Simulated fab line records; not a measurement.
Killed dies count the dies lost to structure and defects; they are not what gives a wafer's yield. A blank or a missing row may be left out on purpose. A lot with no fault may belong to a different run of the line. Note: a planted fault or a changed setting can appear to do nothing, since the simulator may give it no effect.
fab line records | flow n5-finfet
record: lots: 24 wafers: 72 last-day: 18
route steps=1938 shown BEOL_M14@1728 BEOL_M15@1774
lots untouched by any fault: they come from a run of this same line in which no faults occurred
start-h: start of the lot's first displayed wafer, in hours after the record's first day | wait-h: hours elapsed since this lot's preceding step | " as in the row above | L1.1+2: a single row standing in for several wafers | - no value, or no start was given | * or withheld: withheld | < > ~ a bound
route shown NAME@n: a module of which the file shows steps, and the number in the route of the first | usual: mean/standard deviation taken from wafers without a fault | same: alike in all rows | chamber/n: place in a boat | sites: readings site by site | _std_site: standard deviation of those values | _edge_site: the outer-site mean with the inner-site mean subtracted | radius-mm: for every site, how far away it sits from the centre of the wafer | mask NAME#n: copy n | behind: the last tool/chamber to shape the wafer | hold: cause of the lot's hold/its duration in hours/its outcome | device: whichever transistor did not switch (one of n, p or np) | end of line: the tests these same wafers got at the end of their route | a step without rows: its recipe alone | killed: dies lost to structure and defects at the first sort, not the wafer's yield | map: shows each die of a wafer: x if killed, . if not, _ if none is there
set.NAME: the setting that was run; set.NAME@STEP: the one run at that earlier step | model.NAME: the simulator's own value behind a step, which no gauge read
one table for each step of the route and one row for each wafer, over a sample of lots
services: a tool's chamber out of use, with start hour (start-h, from the record's first day; less than 0 if before it), hours out, and reason
== steps ==
step: N5_BEOL_M14_INSPECT_12
recipe: mode: adi inspect-instrument: macro
usual: raw-defect-count: 2.0/1.2
columns lot.wafer tool chamber start-h wait-h raw-defect-count
L074.1 defect-inspect-01 - 256.62 0.0 3
L074.4 " - " " 1
L074.6 " - " " 0
L075.2 defect-inspect-01 - 263.60 0.0 1
L075.3 " - " " 0
L075.6 " - " " 1
L078.2 defect-inspect-02 - 278.69 0.0 1
L078.3 " - " " 1
L078.5 " - " " 1
L076.1 defect-inspect-01 - 283.45 0.0 2
L076.3 " - " " 3
L076.6 " - " " 4
L081.1 defect-inspect-01 - 291.63 0.0 4
L081.2 " - " " 1
L081.4 " - " " 4
L079.1 defect-inspect-02 - 295.30 0.0 3
L079.5 " - " " 2
L079.6 " - " " 2
L080.1 defect-inspect-01 - 295.34 0.0 2
L080.3 " - " " 2
L080.5 " - " " 2
L077.2 defect-inspect-01 - 296.34 0.0 2
L077.4 " - " " 2
L077.6 " - " " 4
L082.2 defect-inspect-01 - 305.23 0.0 2
L082.3 " - " " 2
L082.4 " - " " 1
L083.1 defect-inspect-01 - 309.33 0.0 0
L083.5 " - " " 2
L083.6 " - " " 3
L084.3 defect-inspect-01 - 309.61 0.0 2
L084.4 " - " " 1
L084.6 " - " " 1
L085.1 defect-inspect-02 - 317.00 0.0 4
L085.3 " - " " 1
L085.5 " - " " 2
L086.1 defect-inspect-02 - 322.26 0.0 1
L086.3 " - " " 2
L086.6 " - " " 3
L087.2 defect-inspect-02 - 323.31 0.0 4
L087.5 " - " " 2
L087.6 " - " " 2
L088.1 defect-inspect-02 - 346.45 0.0 4
L088.4 " - " " 1
L088.5 " - " " 2
L089.1 defect-inspect-01 - 349.88 0.0 2
L089.4 " - " " 3
L089.6 " - " " 5
L091.2 defect-inspect-02 - 353.36 0.0 0
L091.3 " - " " 1
L091.5 " - " " 2
L090.3 defect-inspect-01 - 365.22 0.0 0
L090.4 " - " " 2
L090.6 " - " " 2
L093.3 defect-inspect-01 - 366.54 0.0 0
L093.5 " - " " 2
L093.6 " - " " 1
L092.1 defect-inspect-01 - 366.72 0.0 0
L092.2 " - " " 1
L092.5 " - " " 0
L094.2 defect-inspect-01 - 367.08 0.0 4
L094.3 " - " " 1
L094.6 " - " " 2
L095.2 defect-inspect-02 - 393.96 0.0 1
L095.5 " - " " 0
L095.6 " - " " 2
L097.2 defect-inspect-01 - 396.97 0.0 2
L097.3 " - " " 4
L097.6 " - " " 1
L096.4 defect-inspect-01 - 398.20 0.0 2
L096.5 " - " " 1
L096.6 " - " " 1
step: N5_BEOL_M14_SPUTTER_44
recipe: material: Ta target-thk-a: 150 temp-c: 50 bias-v: 80 power-w: 15000 chamber-pressure-pa: 0.07 time-s: 24.19
usual: throttle-valve-pct: 29.8/0.9
columns lot.wafer tool chamber start-h wait-h throttle-valve-pct
L074.1 pvd-sputter-02 - 259.10 0.0 29.9
L074.4 " - " " 28.6
L074.6 " - " " 29.9
L075.2 pvd-sputter-01 - 268.88 0.0 29.8
L075.3 " - " " 29.2
L075.6 " - " " 29.1
L078.2 pvd-sputter-03 - 282.33 0.0 31.2
L078.3 " - " " 30.3
L078.5 " - " " 30.7
L076.1 pvd-sputter-03 - 287.03 0.0 30.8
L076.3 " - " " 30.1
L076.6 " - " " 29.6
L081.1 pvd-sputter-01 - 300.27 0.0 30.2
L081.2 " - " " 29.5
L081.4 " - " " 30.4
L079.1 pvd-sputter-02 - 303.94 0.0 27.7
L079.5 " - " " 27.7
L079.6 " - " " 30.4
L080.1 pvd-sputter-02 - 304.26 0.0 30.5
L080.3 " - " " 30.0
L080.5 " - " " 27.6
L077.2 pvd-sputter-02 - 304.62 0.0 30.1
L077.4 " - " " 28.9
L077.6 " - " " 30.5
L082.2 pvd-sputter-03 - 308.08 0.0 30.0
L082.3 " - " " 30.7
L082.4 " - " " 31.1
L083.1 pvd-sputter-03 - 312.29 0.0 30.9
L083.5 " - " " 29.3
L083.6 " - " " 30.8
L084.3 pvd-sputter-02 - 314.10 0.0 28.4
L084.4 " - " " 27.7
L084.6 " - " " 28.8
L085.1 pvd-sputter-01 - 320.06 0.0 30.1
L085.3 " - " " 30.2
L085.5 " - " " 30.0
L087.2 pvd-sputter-02 - 326.94 0.0 30.7
L087.5 " - " " 27.8
L087.6 " - " " 29.1
L086.1 pvd-sputter-03 - 327.24 0.0 30.1
L086.3 " - " " 29.6
L086.6 " - " " 30.1
L088.1 pvd-sputter-03 - 348.81 0.0 31.2
L088.4 " - " " 30.1
L088.5 " - " " 30.1
L089.1 pvd-sputter-01 - 354.39 0.0 30.2
L089.4 " - " " 29.1
L089.6 " - " " 30.2
L091.2 pvd-sputter-02 - 357.05 0.0 30.0
L091.3 " - " " 30.5
L091.5 " - " " 30.2
L090.3 pvd-sputter-03 - 368.38 0.0 30.1
L090.4 " - " " 29.6
L090.6 " - " " 30.8
L093.3 pvd-sputter-03 - 369.44 0.0 30.5
L093.5 " - " " 29.8
L093.6 " - " " 30.9
L092.1 pvd-sputter-03 - 370.04 0.0 30.2
L092.2 " - " " 31.0
L092.5 " - " " 30.8
L094.2 pvd-sputter-01 - 372.48 0.0 29.9
L094.3 " - " " 30.3
L094.6 " - " " 29.8
L095.2 pvd-sputter-01 - 398.83 0.0 29.8
L095.5 " - " " 30.0
L095.6 " - " " 30.5
L097.2 pvd-sputter-02 - 401.78 0.0 29.6
L097.3 " - " " 28.6
L097.6 " - " " 30.1
L096.4 pvd-sputter-01 - 402.11 0.0 30.3
L096.5 " - " " 29.3
L096.6 " - " " 29.7
step: N5_BEOL_M14_SPUTTER_45
recipe: material: Cu target-thk-a: 1000 temp-c: -20 bias-v: 60 power-w: 26000 chamber-pressure-pa: 0.13 time-s: 16.67
usual: throttle-valve-pct: 29.9/0.9
columns lot.wafer tool chamber start-h wait-h throttle-valve-pct
L074.1 pvd-sputter-02 - 259.18 0.0 29.7
L074.4 " - " " 28.7
L074.6 " - " " 29.9
L075.2 pvd-sputter-01 - 268.96 0.0 29.5
L075.3 " - " " 29.3
L075.6 " - " " 29.3
L078.2 pvd-sputter-03 - 282.41 0.0 31.0
L078.3 " - " " 30.0
L078.5 " - " " 30.8
L076.1 pvd-sputter-03 - 287.11 0.0 30.8
L076.3 " - " " 30.1
L076.6 " - " " 29.8
L081.1 pvd-sputter-01 - 300.35 0.0 30.0
L081.2 " - " " 29.3
L081.4 " - " " 30.4
L079.1 pvd-sputter-02 - 304.02 0.0 27.8
L079.5 " - " " 27.6
L079.6 " - " " 30.9
L080.1 pvd-sputter-02 - 304.34 0.0 31.0
L080.3 " - " " 29.9
L080.5 " - " " 28.0
L077.2 pvd-sputter-02 - 304.70 0.0 30.2
L077.4 " - " " 28.6
L077.6 " - " " 30.7
L082.2 pvd-sputter-03 - 308.16 0.0 29.7
L082.3 " - " " 30.9
L082.4 " - " " 31.1
L083.1 pvd-sputter-03 - 312.37 0.0 31.2
L083.5 " - " " 29.8
L083.6 " - " " 30.6
L084.3 pvd-sputter-02 - 314.18 0.0 28.7
L084.4 " - " " 27.6
L084.6 " - " " 28.9
L085.1 pvd-sputter-01 - 320.14 0.0 29.8
L085.3 " - " " 30.4
L085.5 " - " " 30.0
L087.2 pvd-sputter-02 - 327.02 0.0 30.5
L087.5 " - " " 27.7
L087.6 " - " " 28.7
L086.1 pvd-sputter-03 - 327.32 0.0 30.1
L086.3 " - " " 29.5
L086.6 " - " " 30.5
L088.1 pvd-sputter-03 - 348.89 0.0 31.1
L088.4 " - " " 30.0
L088.5 " - " " 30.0
L089.1 pvd-sputter-01 - 354.47 0.0 30.5
L089.4 " - " " 29.6
L089.6 " - " " 30.1
L091.2 pvd-sputter-02 - 357.13 0.0 29.8
L091.3 " - " " 30.5
L091.5 " - " " 30.5
L090.3 pvd-sputter-03 - 368.46 0.0 30.0
L090.4 " - " " 29.9
L090.6 " - " " 30.9
L093.3 pvd-sputter-03 - 369.52 0.0 30.2
L093.5 " - " " 29.8
L093.6 " - " " 30.8
L092.1 pvd-sputter-03 - 370.12 0.0 30.1
L092.2 " - " " 31.2
L092.5 " - " " 31.0
L094.2 pvd-sputter-01 - 372.56 0.0 30.2
L094.3 " - " " 30.3
L094.6 " - " " 29.8
L095.2 pvd-sputter-01 - 398.91 0.0 30.0
L095.5 " - " " 30.1
L095.6 " - " " 30.4
L097.2 pvd-sputter-02 - 401.86 0.0 29.8
L097.3 " - " " 28.7
L097.6 " - " " 30.0
L096.4 pvd-sputter-01 - 402.19 0.0 30.3
L096.5 " - " " 29.0
L096.6 " - " " 30.1
step: N5_BEOL_M15_THK_MEAS_01
recipe: reads: SiO2_of_BEOL_M15_ILD_DEP_00
usual: M15_ILD_THK: 1618/29
columns lot.wafer tool chamber start-h wait-h M15_ILD_THK[nm]
L074.1 film-metro-01 - 260.70 0.1 1613
L074.4 " - " " 1635
L074.6 " - " " 1599
L075.2 film-metro-01 - 270.89 0.1 1627
L075.3 " - " " 1668
L075.6 " - " " 1647
L078.2 film-metro-01 - 284.50 0.1 1567
L078.3 " - " " 1589
L078.5 " - " " 1583
L076.1 film-metro-02 - 288.56 0.1 1594
L076.3 " - " " 1588
L076.6 " - " " 1634
L081.1 film-metro-01 - 301.69 0.1 1628
L081.2 " - " " 1588
L081.4 " - " " 1666
L079.1 film-metro-02 - 305.76 0.1 1584
L079.5 " - " " 1594
L079.6 " - " " 1615
L080.1 film-metro-02 - 306.15 0.1 1606
L080.3 " - " " 1618
L080.5 " - " " 1663
L077.2 film-metro-02 - 306.83 0.1 1587
L077.4 " - " " 1611
L077.6 " - " " 1582
L082.2 film-metro-02 - 310.06 0.2 1576
L082.3 " - " " 1632
L082.4 " - " " 1606
L083.1 film-metro-02 - 313.83 0.1 1649
L083.5 " - " " 1674
L083.6 " - " " 1661
L084.3 film-metro-02 - 315.53 0.1 1609
L084.4 " - " " 1626
L084.6 " - " " 1646
L085.1 film-metro-01 - 321.48 0.1 1590
L085.3 " - " " 1628
L085.5 " - " " 1593
L087.2 film-metro-02 - 329.37 0.1 1558
L087.5 " - " " 1618
L087.6 " - " " 1629
L086.1 film-metro-01 - 329.66 0.1 1604
L086.3 " - " " 1583
L086.6 " - " " 1633
L088.1 film-metro-01 - 350.75 0.1 1590
L088.4 " - " " 1633
L088.5 " - " " 1659
L089.1 film-metro-01 - 355.87 0.1 1668
L089.4 " - " " 1662
L089.6 " - " " 1686
L091.2 film-metro-02 - 358.49 0.1 1573
L091.3 " - " " 1633
L091.5 " - " " 1602
L090.3 film-metro-02 - 369.80 0.1 1592
L090.4 " - " " 1607
L090.6 " - " " 1636
L093.3 film-metro-01 - 370.87 0.1 1577
L093.5 " - " " 1615
L093.6 " - " " 1626
L092.1 film-metro-02 - 371.47 0.1 1648
L092.2 " - " " 1639
L092.5 " - " " 1616
L094.2 film-metro-01 - 373.90 0.1 1621
L094.3 " - " " 1581
L094.6 " - " " 1638
L095.2 film-metro-02 - 400.30 0.1 1614
L095.5 " - " " 1638
L095.6 " - " " 1641
L097.2 film-metro-02 - 403.26 0.1 1584
L097.3 " - " " 1604
L097.6 " - " " 1604
L096.4 film-metro-02 - 403.96 0.1 1669
L096.5 " - " " 1679
L096.6 " - " " 1651
step: N5_BEOL_M15_ETCH_59
recipe: chemistry: N2/H2 target: BARC target-depth-a: 890 overetch-a: 267 time-s: 67.9 ion-energy-ev: 200 pressure-mtorr: 30 source-w: 840 bias-w: 150 n2-flow-sccm: 200 h2-flow-sccm: 200
usual: drypump-motor-current-A: 5.7/0.47 oes-product-au: 0.69/0.071 rf-fwd-power-W: 834.1/2.9 rf-vpp-V: 523.4/2.5 showerhead-plenum-p-Torr: 2.52/0.081 throttle-valve-pct: 17.77/0.3
columns lot.wafer tool chamber start-h wait-h drypump-motor-current-A oes-product-au rf-fwd-power-W rf-hours-counter-h rf-vpp-V showerhead-plenum-p-Torr throttle-valve-pct
L074.1 rie-diel-05 1 261.25 0.0 5.9 0.84 832.9 5 525.2 2.59 17.27
L074.4 " 3 " " 5.8 0.61 835.5 221 526.0 2.63 18.25
L074.6 " 1 " " 6.0 0.84 828.5 - 525.3 2.59 17.27
L075.2 rie-diel-03 0 271.32 0.0 6.0 0.69 835.5 89 525.2 2.57 18.13
L075.3 " 3 " " 6.5 0.73 834.3 58 527.3 2.69 17.72
L075.6 " 1 " " 6.6 0.64 832.9 - 522.8 2.51 17.85
L078.2 rie-diel-03 0 284.92 0.0 6.1 0.69 838.7 93 523.7 2.57 18.14
L078.3 " 3 " " 6.5 0.72 836.9 62 528.8 2.68 17.70
L078.5 " 2 " " 5.8 0.64 831.1 - 524.6 2.55 17.74
L076.1 rie-diel-03 2 288.99 0.0 5.8 0.64 837.4 143 524.1 2.55 17.73
L076.3 " 3 " " 6.5 0.72 830.0 63 527.3 2.68 17.72
L076.6 " 0 " " 6.0 0.67 836.8 - 523.8 2.57 18.14
L081.1 rie-diel-05 2 302.24 0.0 5.1 0.70 834.3 104 522.4 2.44 17.84
L081.2 " 1 " " 6.0 0.80 836.4 17 525.3 2.58 17.28
L081.4 " 0 " " 5.2 0.60 833.5 219 518.8 2.43 17.99
L079.1 rie-diel-05 0 306.32 0.0 5.1 0.59 833.2 221 520.5 2.43 18.00
L079.5 " 0 " " 5.1 0.60 834.4 - 520.7 2.43 17.99
L079.6 " 3 " " 5.8 0.59 835.6 - 525.4 2.62 18.26
L080.1 rie-diel-05 0 306.73 0.0 5.1 0.60 829.0 221 520.5 2.43 18.00
L080.3 " 2 " " 5.0 0.70 831.0 106 521.3 2.44 17.83
L080.5 " 3 " " 5.8 0.59 831.7 - 526.4 2.62 18.29
L077.2 rie-diel-03 3 307.30 0.0 6.5 0.72 832.0 69 528.0 2.68 17.72
L077.4 " 0 " " 6.1 0.68 839.5 99 525.1 2.57 18.16
L077.6 " 2 " " 5.8 0.63 834.5 - 524.6 2.55 17.74
L082.2 rie-diel-03 0 310.54 0.0 6.0 0.67 836.7 101 525.8 2.56 18.15
L082.3 " 1 " " 6.6 0.64 830.0 198 522.0 2.51 17.89
L082.4 " 2 " " 5.8 0.63 829.1 150 523.5 2.55 17.75
L083.1 rie-diel-05 2 314.26 0.0 5.0 0.69 831.5 108 520.8 2.44 17.82
L083.5 " 3 " " 5.8 0.59 833.8 - 526.5 2.62 18.28
L083.6 " 0 " " 5.1 0.60 833.9 - 520.4 2.43 18.00
L084.3 rie-diel-01 1 316.21 0.0 5.4 0.69 832.6 75 521.3 2.47 17.37
L084.4 " 0 " " 5.5 0.71 831.9 68 521.5 2.45 17.67
L084.6 " 1 " " 5.4 0.69 835.0 - 521.4 2.47 17.38
L085.1 rie-diel-01 2 321.90 0.0 5.3 0.72 835.8 65 524.3 2.43 17.41
L085.3 " 3 " " 6.1 0.69 831.7 95 524.8 2.56 17.81
L085.5 " 2 " " 5.3 0.72 838.8 - 522.8 2.43 17.41
L087.2 rie-diel-05 0 330.14 0.0 5.2 0.59 834.9 230 519.9 2.42 18.01
L087.5 " 1 " " 5.9 0.78 839.0 - 526.1 2.58 17.30
L087.6 " 0 " " 5.1 0.59 834.7 - 519.4 2.42 18.01
L086.1 rie-diel-01 3 330.21 0.0 6.0 0.69 833.7 98 524.3 2.56 17.82
L086.3 " 0 " " 5.5 0.70 836.6 72 520.8 2.45 17.67
L086.6 " 1 " " 5.4 0.69 833.7 - 520.4 2.46 17.37
L088.1 rie-diel-01 2 351.18 0.0 5.3 0.71 834.2 72 522.5 2.43 17.42
L088.4 " 1 " " 5.4 0.69 831.7 84 521.7 2.46 17.39
L088.5 " 3 " " 6.0 0.68 827.7 - 524.5 2.55 17.81
L089.1 rie-diel-05 1 356.30 0.0 5.9 0.77 835.6 35 523.9 2.58 17.30
L089.4 " 0 " " 5.1 0.59 832.6 - 520.6 2.42 18.03
L089.6 " 1 " " 6.0 0.78 835.7 - 526.1 2.58 17.32
L091.2 rie-diel-01 3 358.91 0.0 6.1 0.68 834.8 106 524.5 2.55 17.83
L091.3 " 0 " " 5.5 0.69 835.6 78 520.8 2.45 17.67
L091.5 " 2 " " 5.2 0.71 839.3 - 522.0 2.43 17.42
L090.3 rie-diel-05 1 370.22 0.0 6.0 0.77 835.6 42 523.7 2.57 17.33
L090.4 " 2 " " 5.0 0.68 831.7 127 520.6 2.43 17.85
L090.6 " 3 " " 5.8 0.84 836.7 - 525.8 2.61 18.00
L093.3 rie-diel-05 0 371.52 0.0 5.1 0.58 834.8 244 520.3 2.42 18.04
L093.5 " 2 " " 5.0 0.67 830.7 - 521.5 2.43 17.87
L093.6 " 3 " " 5.8 0.83 835.2 - 524.8 2.61 18.00
L092.1 rie-diel-05 2 372.46 0.0 5.1 0.67 830.0 128 519.5 2.43 17.89
L092.2 " 0 " " 5.1 0.58 836.7 244 520.6 2.42 18.03
L092.5 " 3 " " 5.8 0.83 836.8 - 526.3 2.61 18.00
L094.2 rie-diel-05 1 374.33 0.0 5.9 0.76 832.1 43 524.2 2.57 17.34
L094.3 " 0 " " 5.2 0.59 834.9 245 517.0 2.42 18.04
L094.6 " 0 " " 5.1 0.58 837.1 - 518.7 2.42 18.02
L095.2 rie-diel-05 2 400.85 0.0 5.0 0.67 829.5 135 521.7 2.43 17.89
L095.5 " 1 " " 6.0 0.75 832.6 - 524.0 2.57 17.33
L095.6 " 3 " " 5.8 0.79 838.7 - 527.3 2.61 18.02
L097.2 rie-diel-05 2 403.82 0.0 5.0 0.67 830.5 137 520.6 2.43 17.89
L097.3 " 3 " " 5.8 0.80 834.8 11 525.4 2.61 18.03
L097.6 " 2 " " 5.0 0.67 829.8 - 521.1 2.43 17.88
L096.4 rie-diel-05 2 404.41 0.0 5.0 0.67 832.9 - 519.9 2.43 17.89
L096.5 " 1 " " 6.0 0.76 836.5 - 524.9 2.57 17.35
L096.6 " 3 " " 5.8 0.80 835.6 - 524.7 2.61 18.01
step: N5_BEOL_M15_VIA_ETCH_16
recipe: chemistry: C4F8/O2/Ar target: SiO2 he-inner-torr: 15 he-outer-torr: 30 target-depth-a: 17922 time-s: withheld ion-energy-ev: 800 pressure-mtorr: 20 source-w: 1905 bias-w: 2040 Ar_flow_sccm: 400 C4F8_flow_sccm: 16 O2_flow_sccm: 12 ends: cleared
usual: C4F8_flow_sccm: 16.00/0.048 drypump-motor-current-A: 5.7/0.47 oes-product-au: 0.73/0.079 rf-fwd-power-W: 1901/6.2 rf-vpp-V: 2230/77 showerhead-plenum-p-Torr: 3.42/0.12 throttle-valve-pct: 30.8/0.32
columns lot.wafer tool chamber start-h wait-h C4F8_flow_sccm drypump-motor-current-A oes-product-au rf-fwd-power-W rf-vpp-V showerhead-plenum-p-Torr throttle-valve-pct
L074.1 rie-diel-05 1 261.30 0.0 16.01 6.0 0.89 1899 2229 3.52 30.4
L074.4 " 3 " " 15.99 5.8 0.63 1902 2331 3.56 31.3
L074.6 " 1 " " 15.99 5.9 0.89 1901 2229 3.52 30.4
L075.2 rie-diel-03 0 271.37 0.0 15.95 6.0 0.73 1898 2301 3.44 30.9
L075.3 " 3 " " 16.05 6.5 0.77 1895 2191 3.66 31.2
L075.6 " 1 " " 15.97 6.6 0.67 1896 2269 3.38 30.6
L078.2 rie-diel-03 0 284.97 0.0 16.06 6.1 0.72 1905 2300 3.43 30.9
L078.3 " 3 " " 15.96 6.5 0.76 1898 2193 3.66 31.2
L078.5 " 2 " " 16.05 5.8 0.67 1893 2186 3.46 30.7
L076.1 rie-diel-03 2 289.04 0.0 15.97 5.8 0.67 1905 2186 3.46 30.7
L076.3 " 3 " " 15.97 6.5 0.76 1890 2192 3.65 31.2
L076.6 " 0 " " 15.99 6.0 0.72 1902 2301 3.43 30.9
L081.1 rie-diel-05 2 302.29 0.0 15.99 5.0 0.74 1900 2248 3.29 30.7
L081.2 " 1 " " 15.86 5.9 0.85 1898 2229 3.51 30.5
L081.4 " 0 " " 16.07 5.1 0.62 1911 2076 3.26 30.6
L079.1 rie-diel-05 0 306.37 0.0 16.10 5.1 0.62 1911 2078 3.26 30.6
L079.5 " 0 " " 16.06 5.1 0.62 1906 2076 3.26 30.6
L079.6 " 3 " " 15.96 5.8 0.61 1906 2332 3.55 31.3
L080.1 rie-diel-05 0 306.78 0.0 16.04 5.1 0.61 1898 2076 3.26 30.6
L080.3 " 2 " " 15.91 5.0 0.74 1905 2248 3.29 30.7
L080.5 " 3 " " 16.05 5.8 0.62 1902 2331 3.55 31.3
L077.2 rie-diel-03 3 307.35 0.0 16.02 6.5 0.76 1898 2192 3.65 31.2
L077.4 " 0 " " 15.98 6.1 0.73 1908 2301 3.43 30.9
L077.6 " 2 " " 16.00 5.8 0.67 1897 2187 3.45 30.7
L082.2 rie-diel-03 0 310.59 0.0 16.06 6.1 0.71 1901 2300 3.43 30.9
L082.3 " 1 " " 16.04 6.6 0.65 1902 2270 3.37 30.6
L082.4 " 2 " " 16.01 5.8 0.67 1905 2187 3.45 30.7
L083.1 rie-diel-05 2 314.31 0.0 15.93 5.0 0.72 1899 2249 3.28 30.7
L083.5 " 3 " " 15.96 5.8 0.61 1901 2331 3.55 31.3
L083.6 " 0 " " 15.95 5.1 0.62 1903 2077 3.26 30.6
L084.3 rie-diel-01 1 316.26 0.0 15.99 5.4 0.72 1897 2261 3.38 30.5
L084.4 " 0 " " 16.01 5.5 0.77 1908 2252 3.37 30.9
L084.6 " 1 " " 16.00 5.4 0.72 1900 2259 3.38 30.6
L085.1 rie-diel-01 2 321.96 0.0 15.93 5.3 0.76 1901 2265 3.35 30.8
L085.3 " 3 " " 15.98 6.0 0.73 1895 2125 3.52 31.2
L085.5 " 2 " " 15.95 5.3 0.76 1901 2265 3.35 30.8
L087.2 rie-diel-05 0 330.19 0.0 16.08 5.1 0.60 1895 2077 3.26 30.6
L087.5 " 1 " " 15.99 6.0 0.82 1905 2227 3.50 30.5
L087.6 " 0 " " 16.07 5.1 0.61 1898 2076 3.26 30.6
L086.1 rie-diel-01 3 330.26 0.0 16.03 6.1 0.72 1902 2125 3.52 31.2
L086.3 " 0 " " 15.93 5.5 0.76 1908 2251 3.37 30.9
L086.6 " 1 " " 16.02 5.4 0.72 1907 2261 3.38 30.6
L088.1 rie-diel-01 2 351.23 0.0 16.03 5.3 0.75 1898 2266 3.34 30.8
L088.4 " 1 " " 16.01 5.4 0.73 1906 2258 3.37 30.6
L088.5 " 3 " " 15.92 6.1 0.72 1909 2124 3.51 31.3
L089.1 rie-diel-05 1 356.35 0.0 15.96 5.9 0.82 1894 2226 3.50 30.5
L089.4 " 0 " " 15.90 5.1 0.59 1904 2075 3.25 30.6
L089.6 " 1 " " 15.92 5.9 0.81 1905 2227 3.50 30.5
L091.2 rie-diel-01 3 358.97 0.0 16.01 6.1 0.72 1888 2125 3.51 31.2
L091.3 " 0 " " 15.96 5.5 0.75 1902 2251 3.37 30.9
L091.5 " 2 " " 16.02 5.2 0.76 1903 2265 3.34 30.8
L090.3 rie-diel-05 1 370.27 0.0 15.99 5.9 0.82 1917 2227 3.50 30.5
L090.4 " 2 " " 15.97 5.0 0.71 1897 2246 3.28 30.7
L090.6 " 3 " " 16.04 5.8 0.88 1903 2330 3.55 31.5
L093.3 rie-diel-05 0 371.57 0.0 16.03 5.1 0.59 1896 2074 3.25 30.6
L093.5 " 2 " " 16.02 5.0 0.70 1902 2247 3.28 30.7
L093.6 " 3 " " 16.02 5.8 0.87 1901 2330 3.55 31.4
L092.1 rie-diel-05 2 372.51 0.0 16.02 5.0 0.72 1913 2249 3.27 30.7
L092.2 " 0 " " 16.04 5.1 0.60 1907 2075 3.25 30.6
L092.5 " 3 " " 16.01 5.8 0.87 1898 2330 3.55 31.5
L094.2 rie-diel-05 1 374.38 0.0 16.03 6.0 0.81 1912 2227 3.49 30.5
L094.3 " 0 " " 16.05 5.2 0.60 1898 2074 3.25 30.6
L094.6 " 0 " " 16.02 5.1 0.60 1911 2076 3.25 30.6
L095.2 rie-diel-05 2 400.90 0.0 16.06 5.0 0.70 1898 2245 3.27 30.7
L095.5 " 1 " " 16.00 6.0 0.80 1905 2227 3.49 30.5
L095.6 " 3 " " 16.00 5.8 0.84 1903 2330 3.54 31.5
L097.2 rie-diel-05 2 403.87 0.0 16.03 5.0 0.70 1909 2248 3.27 30.7
L097.3 " 3 " " 15.94 5.8 0.82 1890 2328 3.54 31.5
L097.6 " 2 " " 16.06 5.0 0.71 1907 2248 3.27 30.7
L096.4 rie-diel-05 2 404.56 0.1 16.00 5.0 0.71 1896 2246 3.27 30.7
L096.5 " 1 " " 16.09 5.9 0.80 1899 2227 3.49 30.5
L096.6 " 3 " " 16.06 5.8 0.83 1899 2329 3.54 31.5
== services ==
columns tool chamber start-h hours kind
rie-diel-03 3 256.81 3.9 repair
pvd-sputter-02 - 339.91 4.3 repair
rie-diel-01 0 339.95 5.7 repair
rie-diel-05 3 352.23 - clean
rie-diel-05 3 352.23 - consumable-replace:focus-ring
rie-diel-05 3 352.23 17.2 scheduled-down
rie-diel-05 3 352.23 17.2 vent-cycle
rie-diel-01 - 359.56 0.5 repair
pvd-sputter-03 - 380.55 4.1 repair
rie-diel-01 - 382.50 0.2 repair
rie-diel-05 0 385.16 3.4 repair
rie-diel-05 0 396.15 - clean
rie-diel-05 0 396.15 - consumable-replace:focus-ring
rie-diel-05 0 396.15 - consumable-replace:showerhead
rie-diel-05 0 396.15 21.4 scheduled-down
rie-diel-05 0 396.15 21.4 vent-cycle
== key ==
fault none
